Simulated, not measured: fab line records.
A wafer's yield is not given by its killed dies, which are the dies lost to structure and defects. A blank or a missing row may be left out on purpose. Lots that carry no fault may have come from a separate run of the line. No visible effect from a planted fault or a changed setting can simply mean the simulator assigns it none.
fab line records + flow n5Finfet
[record]
- lots = 6
- wafers = 17
- lastDay = 20
route steps=1938 shown BEOL_M10@1521 PASSIVATION@1936
lots that met no fault: taken from a fault-free run of the same line
startH: hours from the record's first day to the start of the lot's first wafer shown + waitH: hours since the lot's step before + " the same as in the row above + L1.1+2: a single row standing in for several wafers + - no value, or no start given + * or withheld: withheld + < > ~ a bound
route shown NAME@n: names a module that has steps shown in the file, with the first one's number in the route + usual: average and standard deviation across the fault-free wafers + same: alike in all rows + chamber/n: place in a boat + sites: readings site by site + _std_site: their standard deviation + _edge_site: inner sites' mean taken away from outer sites' mean + radiusMm: how far each site lies from the wafer's centre + mask NAME#n: copy n + behind: tool/chamber where the wafer was last shaped + hold: what put the lot on hold/how long, in hours/how the hold closed + device: the transistor (n, p or np) that didn't switch + end of line: tests of these same wafers at the route's end + a step with no rows: only its recipe + killed: the dies lost at the first sort to structure and to defects; this is not the yield of the wafer + map: dies across one wafer; x = killed, . = not, _ = none there
set.NAME: the setting as run; set.NAME@STEP: as run at that earlier step + model.NAME: the simulator's own value behind a step, which no gauge read
certain route steps with their lots: each step a table, each wafer a row
services: a tool's chamber out of use, with start hour (startH, from the record's first day; less than 0 if before it), hours out, and reason
[[steps]]
[step N5_BEOL_M10_CURE_72]
[recipe]
- tempC = 370
- timeS = 120
- ambient = DMADMS/He
- material = SiCOH_lowk
[usual]
- lampPowerPct = 52.31/0.056
- wafer_temp_C_max = 371.6/0.6
[same]
- timeS = 120
| lot.wafer | tool      | chamber | startH | waitH | lampPowerPct | wafer_temp_C_max |
|-----------|-----------|---------|--------|-------|--------------|------------------|
| L722.2    | uvCure-02 | 1       | 268.10 | 0.1   | 52.34        | 371.7            |
| L722.3    | "         | 1       | "      | "     | 52.30        | 372.0            |
| L722.5    | "         | 1       | "      | "     | 52.29        | 372.5            |
| L724.2    | uvCure-02 | 2       | 278.44 | 0.1   | 52.30        | 372.5            |
| L724.6    | "         | 2       | "      | "     | 52.32        | 371.7            |
| L731.2    | uvCure-01 | 0       | 361.52 | 0.1   | 52.22        | 372.5            |
| L731.3    | "         | 0       | "      | "     | 52.39        | 372.8            |
| L731.5    | "         | 0       | "      | "     | 52.36        | 372.0            |
| L734.1    | uvCure-01 | 1       | 365.89 | 0.0   | 52.39        | 371.2            |
| L734.4    | "         | 1       | "      | "     | 52.33        | 371.3            |
| L734.5    | "         | 1       | "      | "     | 52.43        | 371.2            |
| L735.2    | uvCure-03 | 0       | 390.60 | 0.1   | 52.35        | 371.3            |
| L735.4    | "         | 0       | "      | "     | 52.33        | 370.9            |
| L735.5    | "         | 0       | "      | "     | 52.35        | 371.1            |
| L740.1    | uvCure-03 | 0       | 418.75 | 0.4   | 52.34        | 371.4            |
| L740.4    | "         | 0       | "      | "     | 52.23        | 371.4            |
| L740.5    | "         | 0       | "      | "     | 52.27        | 370.9            |
[step N5_BEOL_M10_DEGAS_44]
[recipe]
- ambient = vacuum
- tempC = 250
- timeS = 60
[usual]
- heaterPowerW = 353/38
[same]
- timeS = 60
| lot.wafer | tool          | chamber | startH | waitH | heaterPowerW |
|-----------|---------------|---------|--------|-------|--------------|
| L722.2    | pvdSputter-03 | -       | 268.66 | 0.5   | 307          |
| L722.3    | "             | -       | "      | "     | 336          |
| L722.5    | "             | -       | "      | "     | 406          |
| L724.2    | pvdSputter-03 | -       | 278.74 | 0.3   | 312          |
| L724.6    | "             | -       | "      | "     | 309          |
| L731.2    | pvdSputter-02 | -       | 361.88 | 0.3   | 382          |
| L731.3    | "             | -       | "      | "     | 409          |
| L731.5    | "             | -       | "      | "     | 371          |
| L734.1    | pvdSputter-01 | -       | 366.25 | 0.3   | 315          |
| L734.4    | "             | -       | "      | "     | 340          |
| L734.5    | "             | -       | "      | "     | 333          |
| L735.2    | pvdSputter-03 | -       | 391.21 | 0.5   | 337          |
| L735.4    | "             | -       | "      | "     | 294          |
| L735.5    | "             | -       | "      | "     | 322          |
| L740.1    | pvdSputter-01 | -       | 419.84 | 1.0   | 349          |
| L740.4    | "             | -       | "      | "     | 397          |
| L740.5    | "             | -       | "      | "     | 397          |
[step N5_BEOL_M10_PRE_CLEAN_45]
[recipe]
- gas = H2/He
- timeS = 30
- tempC = 250
[usual]
- heaterPowerW = 352/38
[same]
- timeS = 30
| lot.wafer | tool          | chamber | startH | waitH | heaterPowerW |
|-----------|---------------|---------|--------|-------|--------------|
| L722.2    | pvdSputter-03 | -       | 268.70 | 0.0   | 305          |
| L722.3    | "             | -       | "      | "     | 333          |
| L722.5    | "             | -       | "      | "     | 407          |
| L724.2    | pvdSputter-03 | -       | 278.78 | 0.0   | 305          |
| L724.6    | "             | -       | "      | "     | 302          |
| L731.2    | pvdSputter-02 | -       | 361.92 | 0.0   | 360          |
| L731.3    | "             | -       | "      | "     | 420          |
| L731.5    | "             | -       | "      | "     | 362          |
| L734.1    | pvdSputter-01 | -       | 366.29 | 0.0   | 328          |
| L734.4    | "             | -       | "      | "     | 350          |
| L734.5    | "             | -       | "      | "     | 331          |
| L735.2    | pvdSputter-03 | -       | 391.25 | 0.0   | 333          |
| L735.4    | "             | -       | "      | "     | 299          |
| L735.5    | "             | -       | "      | "     | 314          |
| L740.1    | pvdSputter-01 | -       | 419.88 | 0.0   | 352          |
| L740.4    | "             | -       | "      | "     | 396          |
| L740.5    | "             | -       | "      | "     | 391          |
[step N5_BEOL_M10_ALD_74]
[recipe]
- material = TaN
- targetThkA = 20
- tempC = 275
- aldPrecursorFamily = PDMAT
- aldCoReactant = NH3
- pressureTorr = 3
- carrierFlowSccm = 1500
- pulseTimeS = 2
- purgeTimeS = 3
- coReactantPurgeTimeS = 2
- coReactantPulseTimeS = 3
- aldCycles = 40
- precursorVesselTempC = 75
- precursorVesselPressureTorr = 26.25
- precursorVesselCarrierSccm = 1000
[usual]
- heaterPowerW = 417/41
[same]
- coReactantPulseTimeS = 3
| lot.wafer | tool        | chamber | startH | waitH | heaterPowerW | sinceWetCleanH |
|-----------|-------------|---------|--------|-------|--------------|----------------|
| L722.2    | aldMetal-02 | 3       | 268.77 | 0.0   | 400          | 4547           |
| L722.3    | "           | 1       | "      | "     | 448          | 4547           |
| L722.5    | "           | 0       | "      | "     | 436          | -              |
| L724.2    | aldMetal-03 | 1       | 278.84 | 0.0   | 361          | 6096           |
| L724.6    | "           | 1       | "      | "     | 355          | -              |
| L731.2    | aldMetal-02 | 0       | 362.00 | 0.1   | 434          | 4640           |
| L731.3    | "           | 2       | "      | "     | 442          | 4640           |
| L731.5    | "           | 0       | "      | "     | 433          | -              |
| L734.1    | aldMetal-01 | 0       | 366.39 | 0.1   | 479          | 1568           |
| L734.4    | "           | 1       | "      | "     | 343          | 1568           |
| L734.5    | "           | 3       | "      | "     | 416          | -              |
| L735.2    | aldMetal-02 | 0       | 391.31 | 0.0   | 440          | 4670           |
| L735.4    | "           | 3       | "      | "     | 404          | 4670           |
| L735.5    | "           | 2       | "      | "     | 455          | -              |
| L740.1    | aldMetal-02 | 1       | 419.94 | 0.0   | 440          | 4698           |
| L740.4    | "           | 2       | "      | "     | 454          | 4698           |
| L740.5    | "           | 1       | "      | "     | 442          | -              |
[step N5_BEOL_M10_SURFACE_TREAT_76]
[recipe]
- gas = Ar
- timeS = *
- ionEnergyEv = *
- ionCurrentMaCm2 = 0.5
- pressureMtorr = *
- arFlowSccm = 30
[usual]
- throttleValvePct = *
[same]
- timeS = *
| lot.wafer | tool          | chamber | startH | waitH | throttleValvePct |
|-----------|---------------|---------|--------|-------|------------------|
| L722.2    | pvdSputter-01 | -       | 269.05 | 0.2   | *                |
| L722.3    | "             | -       | "      | "     | *                |
| L722.5    | "             | -       | "      | "     | *                |
| L724.2    | pvdSputter-03 | -       | 279.18 | 0.2   | *                |
| L724.6    | "             | -       | "      | "     | *                |
| L731.2    | pvdSputter-02 | -       | 362.32 | 0.2   | *                |
| L731.3    | "             | -       | "      | "     | *                |
| L731.5    | "             | -       | "      | "     | *                |
| L734.1    | pvdSputter-03 | -       | 366.69 | 0.2   | *                |
| L734.4    | "             | -       | "      | "     | *                |
| L734.5    | "             | -       | "      | "     | *                |
| L735.2    | pvdSputter-03 | -       | 391.67 | 0.2   | *                |
| L735.4    | "             | -       | "      | "     | *                |
| L735.5    | "             | -       | "      | "     | *                |
| L740.1    | pvdSputter-01 | -       | 420.34 | 0.3   | *                |
| L740.4    | "             | -       | "      | "     | *                |
| L740.5    | "             | -       | "      | "     | *                |
[step N5_BEOL_M10_CVD_75]
[recipe]
- material = Co
- targetThkA = 20
- tempC = withheld
- precursor = CCTBA/H2
- pressureTorr = 30
- timeS = 138.9
[step N5_BEOL_M10_SPUTTER_48]
[recipe]
- material = Cu
- targetThkA = 120
- tempC = -20
- biasV = 60
- powerW = 26000
- chamberPressurePa = 0.13
- timeS = 2
[step N5_BEOL_M10_ECD_50]
[recipe]
- material = Cu
- targetThkA = 3180
[step N5_BEOL_M10_ANNEAL_51]
[recipe]
- tempC = 225
- timeS = 90
- ambient = N2
[step N5_BEOL_M10_CMP_52]
[recipe]
- stopOn = SiCOH_lowk
- tOverpolishS = 7
- downForcePsi = 1
- platenRpm = 50
- clearingPlatenDownForcePsi = 1.5
- clearingPlatenRpm = 50
- postCmpClean = cuAlkaline
- targetThkNm = 140
- clearingPlatenPadVelocityMS = 0.99484
- padVelocityMS = 0.99484
[step N5_BEOL_M10_THK_MEAS_53]
[recipe]
- thkMeasGauge = xrf
- reads = Cu_of_BEOL_M10_ECD_50
[usual]
- M10_THK = 138.0/2.5
| lot.wafer | tool         | chamber | startH | waitH | M10_THK[nm] |
|-----------|--------------|---------|--------|-------|-------------|
| L722.2    | filmMetro-01 | -       | 270.67 | -     | 140.1       |
| L722.3    | "            | -       | "      | "     | 139.5       |
| L722.5    | "            | -       | "      | "     | 140.7       |
| L724.2    | filmMetro-01 | -       | 281.67 | -     | 141.3       |
| L724.6    | "            | -       | "      | "     | 141.6       |
| L731.2    | filmMetro-01 | -       | 363.65 | -     | 136.4       |
| L731.3    | "            | -       | "      | "     | 138.0       |
| L731.5    | "            | -       | "      | "     | 137.5       |
| L734.1    | filmMetro-02 | -       | 367.82 | -     | 140.3       |
| L734.4    | "            | -       | "      | "     | 133.9       |
| L734.5    | "            | -       | "      | "     | 139.4       |
| L735.2    | filmMetro-01 | -       | 392.87 | -     | 136.1       |
| L735.4    | "            | -       | "      | "     | 135.1       |
| L735.5    | "            | -       | "      | "     | 138.7       |
| L740.1    | filmMetro-01 | -       | 421.40 | -     | 139.5       |
| L740.4    | "            | -       | "      | "     | 140.9       |
| L740.5    | "            | -       | "      | "     | 139.8       |
[step N5_BEOL_M10_PRE_CLEAN_55]
[recipe]
- gas = NH3
- timeS = 15
- tempC = withheld
- rfPowerW = 300
[step N5_BEOL_M10_DEP_56]
[recipe]
- material = SiCN
- targetThkA = 150
- tempC = withheld
- precursor = 3MS/NH3
- pressureTorr = 3
- rfW = 202
- timeS = 26.5
[usual]
- showerheadPlenumPTorr = 3.663/0.018
- throttleValvePct = 9.2/0.51
| lot.wafer | tool     | chamber | startH | waitH | showerheadPlenumPTorr | sinceWetCleanH | throttleValvePct | model.SiCN_of_BEOL_M10_DEP_56.thkNm |
|-----------|----------|---------|--------|-------|-----------------------|----------------|------------------|-------------------------------------|
| L722.2    | pecvd-02 | 1       | 270.73 | 0.0   | 3.686                 | 2062           | 9.8              | 15.6                                |
| L722.3    | "        | 2       | "      | "     | 3.670                 | 563            | 8.7              | 15                                  |
| L722.5    | "        | 0       | "      | "     | 3.642                 | -              | 9.6              | 15.2                                |
| L724.2    | pecvd-02 | 1       | 281.74 | 0.0   | 3.690                 | 2073           | 9.7              | 15.4                                |
| L724.6    | "        | 0       | "      | "     | 3.643                 | -              | 9.4              | 15                                  |
| L731.2    | pecvd-02 | 1       | 363.71 | 0.0   | 3.690                 | 2155           | 9.6              | 15                                  |
| L731.3    | "        | 2       | "      | "     | 3.678                 | 656            | 9.0              | 14.8                                |
| L731.5    | "        | 0       | "      | "     | 3.650                 | -              | 9.7              | 15.2                                |
| L734.1    | pecvd-02 | 1       | 367.88 | 0.0   | 3.689                 | 2159           | 9.8              | 15                                  |
| L734.4    | "        | 0       | "      | "     | 3.646                 | -              | 9.4              | 14.8                                |
| L734.5    | "        | 2       | "      | "     | 3.678                 | -              | 8.5              | 14.8                                |
| L735.2    | pecvd-04 | 0       | 392.93 | 0.0   | 3.675                 | 1097           | 10.1             | 14.8                                |
| L735.4    | "        | 2       | "      | "     | 3.652                 | -              | 9.0              | 14.8                                |
| L735.5    | "        | 0       | "      | "     | 3.672                 | -              | 10.2             | 14.8                                |
| L740.1    | pecvd-02 | 2       | 421.46 | 0.0   | 3.673                 | 714            | 8.7              | 14.6                                |
| L740.4    | "        | 0       | "      | "     | 3.649                 | -              | 9.5              | 15.2                                |
| L740.5    | "        | 2       | "      | "     | 3.678                 | -              | 8.6              | 15                                  |
[step N5_BEOL_M10_RS_MEAS_57]
[recipe]
- thkMeasGauge = four-point-probe
- reads = Cu_of_BEOL_M10_ECD_50+Co_of_BEOL_M10_CVD_75+TaN_of_BEOL_M10_ALD_74
[usual]
- M10_RS = 0.1515/0.0029
| lot.wafer | tool         | chamber | startH | waitH | M10_RS[ohm/sq] |
|-----------|--------------|---------|--------|-------|----------------|
| L722.2    | filmMetro-02 | -       | 270.81 | 0.1   | 0.1492         |
| L722.3    | "            | -       | "      | "     | 0.1486         |
| L722.5    | "            | -       | "      | "     | 0.1480         |
| L724.2    | filmMetro-01 | -       | 281.84 | 0.1   | 0.1482         |
| L724.6    | "            | -       | "      | "     | 0.1471         |
| L731.2    | filmMetro-01 | -       | 363.79 | 0.1   | 0.1547         |
| L731.3    | "            | -       | "      | "     | 0.1526         |
| L731.5    | "            | -       | "      | "     | 0.1536         |
| L734.1    | filmMetro-01 | -       | 367.95 | 0.1   | 0.1492         |
| L734.4    | "            | -       | "      | "     | 0.1569         |
| L734.5    | "            | -       | "      | "     | 0.1505         |
| L735.2    | filmMetro-01 | -       | 393.00 | 0.1   | 0.1536         |
| L735.4    | "            | -       | "      | "     | 0.1552         |
| L735.5    | "            | -       | "      | "     | 0.1509         |
| L740.1    | filmMetro-02 | -       | 421.54 | 0.1   | 0.1521         |
| L740.4    | "            | -       | "      | "     | 0.1502         |
| L740.5    | "            | -       | "      | "     | 0.1512         |
[step N5_PASSIVATION_PROBE_49]
[usual]
- defectLimitedYield = 91.6/1.6
- killed_at_M0_to_M3 = 32/9.7
- killed_at_M4_up = 13/4.4
- killedAtContacts = 12/6.5
- killedAtFrontEnd = 38/12
- killedAtOther = 3.7/3
- killedDies = 99/18
- killedOnRim = 13/3.9
- killedOpen = 66/14
- killedShort = 32/7.5
- sort_bin_5_function = 4.9/1
- sort_bin_6_memory = 3.2/0.73
- sortNPass = 1081/18
- sortYieldPct = 91.6/1.6
[same]
- grossDies = 1180
- killedAtBackSide = 0
- sort_bin_4_leakage[%] = 0
- sort_bin_8_speed[%] = 0
| lot.wafer | tool      | chamber | startH | waitH | defectLimitedYield[%] | killed_at_M0_to_M3 | killed_at_M4_up | killedAtContacts | killedAtFrontEnd | killedAtOther | killedDies | killedOnRim | killedOpen | killedShort | sort_bin_5_function[%] | sort_bin_6_memory[%] | sortNPass | sortYieldPct[%] |
|-----------|-----------|---------|--------|-------|-----------------------|--------------------|-----------------|------------------|------------------|---------------|------------|-------------|------------|-------------|------------------------|----------------------|-----------|-----------------|
| L722.5    | prober-02 | -       | 319.45 | 0.2   | 91.9                  | 20                 | 14              | 28               | 32               | 2             | 96         | 9           | 65         | 30          | 5.2                    | 2.7                  | 1084      | 91.9            |
| L734.1    | prober-01 | -       | 419.29 | 0.0   | 92.7                  | 27                 | 14              | 6                | 33               | 6             | 86         | 12          | 58         | 27          | 4.3                    | 2.7                  | 1094      | 92.7            |
| L734.4    | prober-01 | -       | 419.44 | 0.2   | 92.5                  | 31                 | 12              | 7                | 36               | 3             | 89         | 8           | 61         | 26          | 4.7                    | 2.6                  | 1091      | 92.5            |
| L734.5    | prober-01 | -       | 419.49 | 0.2   | 94.4                  | 20                 | 9               | 11               | 22               | 4             | 66         | 8           | 43         | 23          | 3.0                    | 2.4                  | 1114      | 94.4            |
// killed by level:class
L722.5 MOL_CONTACT_COAG:geometricParticle:open=20 MOL_CONTACT_COAG:geometricParticle:short=8 BEOL_M4:geometricParticle:open=6 FIN_SAQP:geometricParticle:open=5 ILD0:geometricParticle:open=5 STI_FIN_REVEAL:geometricParticle:open=4 BEOL_M0_SAQP:geometricParticle:short=4 BEOL_M2:geometricParticle:open=4
L734.1 BEOL_M3:geometricParticle:open=12 MOL_CONTACT_COAG:geometricParticle:open=6 FIN_SAQP:geometricParticle:short=5 BEOL_M0_SAQP:geometricParticle:open=5 FIN_SAQP:geometricParticle:open=4 DUMMY_GATE:geometricParticle:open=4 GATE_CUT:geometricParticle:short=4 BEOL_M0_SAQP:geometricParticle:short=4
L734.4 BEOL_M3:geometricParticle:open=9 FIN_SAQP:geometricParticle:open=8 FIN_SAQP:geometricParticle:short=7 BEOL_M0_SAQP:geometricParticle:open=7 MOL_CONTACT_COAG:geometricParticle:open=5 BEOL_M2:geometricParticle:open=5 ILD0:geometricParticle:short=4 BEOL_M0_SAQP:geometricParticle:short=4
L734.5 MOL_CONTACT_COAG:geometricParticle:open=9 DUMMY_GATE:geometricParticle:open=4 BEOL_M0_SAQP:geometricParticle:open=4 BEOL_M2:geometricParticle:open=4 BEOL_M3:geometricParticle:open=4 FIN_SAQP:geometricParticle:open=3 STI_FIN_REVEAL:geometricParticle:open=3 GATE_CUT:geometricParticle:short=3
[[services]]
| tool          | chamber | startH | hours | kind          |
|---------------|---------|--------|-------|---------------|
| aldMetal-01   | 3       | 259.70 | 3.6   | repair        |
| pvdSputter-02 | -       | 265.13 | 12.8  | repair        |
| uvCure-01     | -       | 273.85 | 6.0   | pm            |
| pecvd-02      | 2       | 278.86 | 5.5   | scheduledDown |
| uvCure-01     | -       | 279.85 | 1.0   | pm            |
| pecvd-02      | 0       | 284.32 | 2.1   | scheduledDown |
| aldMetal-01   | 1       | 289.58 | 29.9  | repair        |
| uvCure-01     | -       | 294.23 | 7.5   | pm            |
| pecvd-02      | -       | 309.13 | 1.0   | repair        |
| aldMetal-03   | -       | 311.42 | 6.0   | pm            |
| aldMetal-01   | 3       | 315.96 | 1.6   | repair        |
| aldMetal-03   | 3       | 328.36 | 40.9  | repair        |
| aldMetal-03   | -       | 337.64 | 14.0  | pm            |
| aldMetal-01   | 2       | 343.01 | 6.1   | repair        |
| pecvd-02      | 1       | 345.74 | -     | calibration   |
| pvdSputter-03 | -       | 361.72 | 2.7   | repair        |
| pecvd-02      | 2       | 362.64 | -     | calibration   |
| uvCure-03     | -       | 377.38 | 2.1   | pm            |
| pecvd-02      | 1       | 383.62 | -     | clean         |
| uvCure-02     | -       | 399.85 | 1.7   | repair        |
| uvCure-03     | -       | 403.23 | 0.6   | repair        |
| uvCure-01     | -       | 411.17 | 14.0  | repair        |
| aldMetal-03   | 1       | 417.06 | 3.7   | repair        |
| uvCure-02     | -       | 418.12 | 1.2   | repair        |
[[key]]
firstSign none at tools or gauges
[modelEffect]
- step = N5_BEOL_M10_DEP_56
- value = SiCN_of_BEOL_M10_DEP_56.thkNm
- without = 14.7
- struck = 15.5
metAt N5_BEOL_M10_DEP_56
struckWafers L722.2,L724.2
[fault]
- kind = processParameterDrift
- tool = pecvd-02
- chamber = -
- onsetH = 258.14
- steps = N5_BEOL_M10_DEP_56
- channel = timeS
- offset = *
- shape = step
- endH = 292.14
- scope = struckWafersOnly
- actsIn = *
- stated = *
